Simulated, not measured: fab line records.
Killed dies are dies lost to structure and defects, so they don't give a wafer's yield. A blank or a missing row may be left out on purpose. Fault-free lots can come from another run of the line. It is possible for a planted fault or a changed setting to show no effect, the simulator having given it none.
Comparing a struck lot with a sound one / flow n5_finfet / 37 out of 1938 route steps
Sound: the wafers L144.1, L144.4, L144.6. Struck: wafer L145.6 (left out: L145.1, L145.4 of the same lot, which were not struck); the cause appears at the end.
Per side, at each step with rows, come the tool, then ch with its chambers, and then its first start. Under that, the readings that differ: sound wafers / struck wafers / difference of the means / sigmas: that difference in standard deviations of wafers without a fault.
alike: readings whose means differ by less than 2 such deviations, and words and numbers that are the same on both sides. not compared: withheld readings, readings that some wafer has no value for, bounds like >300 that may hide the same value, and numbers for which the record gives no deviation and whose values overlap.
The two part at a step that has a row with sigmas, a row that says differs or no value, or rows on one side only. Non-overlapping numbers with no deviation appear without sigmas and do not part them. Lack of a reading on every wafer of one side parts them only where that side has two or more wafers.

first, 8 steps without rows for these wafers: N5_BEOL_M3_ECD_50 (material Cu, target thk 300 nm); N5_BEOL_M3_ANNEAL_51 (time 90 s); N5_BEOL_M3_CMP_52 (polishes, stops on SiOC, t overpolish 6.8 s, target thk 40 nm); N5_BEOL_M3_PRE_CLEAN_60 (time 15 s); N5_BEOL_M3_CO_CAP_55 (material Co, precursor CCTBA/H2, target thk 2 nm, time 102.1 s); N5_BEOL_M3_PRE_CLEAN_56 (time 15 s); N5_BEOL_M3_DEP_57 (deposits SiCN from 3MS/NH3, target thk 8 nm, time 14 s); N5_BEOL_M4_ILD_DEP_00 (deposits SiOC from DEMS/O2, target thk 79 nm, time 15.3 s).
N5_BEOL_M4_PECVD_72: deposits SiO2 from TEOS/O2, target thk 16 nm, time 18 s.
  sound on pecvd-02 ch 0,1, day 13 18:51; struck on pecvd-01 ch 0, day 13 02:49
reading=showerhead_plenum_p_Torr (Torr); sound=8.83 8.79 8.88; struck=8.55; difference=-0.28; sigmas=-3
reading=susceptor_temp_C (C); sound=400.01 400.08 399.80; struck=432.33; difference=+32.37; sigmas=+99 or more
reading=model.SiO2_of_BEOL_M4_PECVD_72.thk_nm (nm); sound=15.8 16 16; struck=12.6; difference=-3.3; sigmas=
  alike: heater_power_w, throttle_valve_pct
then, 25 steps without rows for these wafers: N5_BEOL_M4_HM_DEP_02 (deposits TiN, target thk 20 nm); N5_BEOL_M4_COAT_61 (time 60 s, resist thk 60 nm); N5_BEOL_M4_COAT_62 (time 60 s, resist thk 12 nm); N5_BEOL_M4_COAT_73 (time 60 s, resist thk 5 nm); N5_BEOL_M4_COAT_05 (resist thk 30 nm); N5_BEOL_M4_EBR_07; N5_BEOL_M4_SOFTBAKE_06 (time 60 s); N5_BEOL_M4_EXPOSE_08 (exposes mask M4); N5_BEOL_M4_PEB_09 (peb time 60 s); N5_BEOL_M4_DEVELOP_10 (develop time 30 s); N5_BEOL_M4_DESCUM_16 (chemistry O2, time 7 s); N5_BEOL_M4_ETCH_74 (etches underlayer in N2/H2, target depth 6.5 nm, time 5.2 s); N5_BEOL_M4_ETCH_63 (etches SiARC in CF4, target depth 15.6 nm, time 26 s); N5_BEOL_M4_ETCH_64 (etches SOC in N2/H2, target depth 75 nm, overetch 22.5 nm, time 121.9 s); N5_BEOL_M4_STRIP_65 (strips in N2/H2); N5_BEOL_M4_STRIP_75 (strips in N2/H2); N5_BEOL_M4_STRIP_66 (strips in CF4); N5_BEOL_M4_HM_OPEN_17 (chemistry Cl2/BCl3, target TiN, target depth 20 nm, overetch 6 nm); N5_BEOL_M4_STRIP_19 (strips in O2); N5_BEOL_M4_COAT_67 (time 60 s, resist thk 60 nm); N5_BEOL_M4_COAT_68 (time 60 s, resist thk 12 nm); N5_BEOL_M4_COAT_76 (time 60 s, resist thk 5 nm); N5_BEOL_M4_COAT_22 (resist thk 30 nm); N5_BEOL_M4_EBR_24; N5_BEOL_M4_SOFTBAKE_23 (time 60 s).
N5_BEOL_M4_HM_STRIP_39: strips TiN in peroxide tin strip, target depth 25 nm, time 158 s.
  sound on wet_bench-05 ch 0,2,3, day 14 15:26; struck on wet_bench-04 ch 7, day 13 14:51
reading=model.SiO2_of_BEOL_M4_PECVD_72.thk_nm (nm); sound=15.6 16 15.8; struck=12.4; difference=-3.4; sigmas=
N5_BEOL_M4_CMP_52: polishes, stops on SiOC, t overpolish 6.8 s, target thk 40 nm.
  sound on cmp-02 ch 0,1, day 15 10:22; struck on cmp-03 ch 0, day 13 18:26
reading=barrier_field_endpoint_s (s); sound=24.2 24.7 24.4; struck=19.9; difference=-4.5; sigmas=-8
reading=motor_current_A (A); sound=6.4 7.5 7.5; struck=5.5; difference=-1.6; sigmas=-3
  alike: slurry_filter_dp_kPa
N5_BEOL_M4_RC_MEAS_101:
  sound on prober-02 ch 0, day 15 11:02; struck on prober-01 ch 0, day 13 19:02
reading=DIBL_N (mV/V); sound=36.1 33.3 34.1; struck=37.5; difference=+3.0; sigmas=+2
reading=IOFF_N (nA/um); sound=0.152 0.121 0.128; struck=0.187; difference=+0.053; sigmas=+3
reading=ION_N (uA/um); sound=673 657 661; struck=684; difference=+20; sigmas=+2
reading=SS_N (mV/dec); sound=71.5 70.7 70.7; struck=72.4; difference=+1.4; sigmas=+3
  alike: DIBL_P, IOFF_P, ION_P, SS_P, VT_N, VT_P

== WHERE THEY PART ==
First at N5_BEOL_M4_PECVD_72; last, within this record, at N5_BEOL_M4_RC_MEAS_101.

WHY: the cause the simulator had injected
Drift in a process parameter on pecvd-01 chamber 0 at N5_BEOL_M4_PECVD_72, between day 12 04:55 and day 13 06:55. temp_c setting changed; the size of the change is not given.
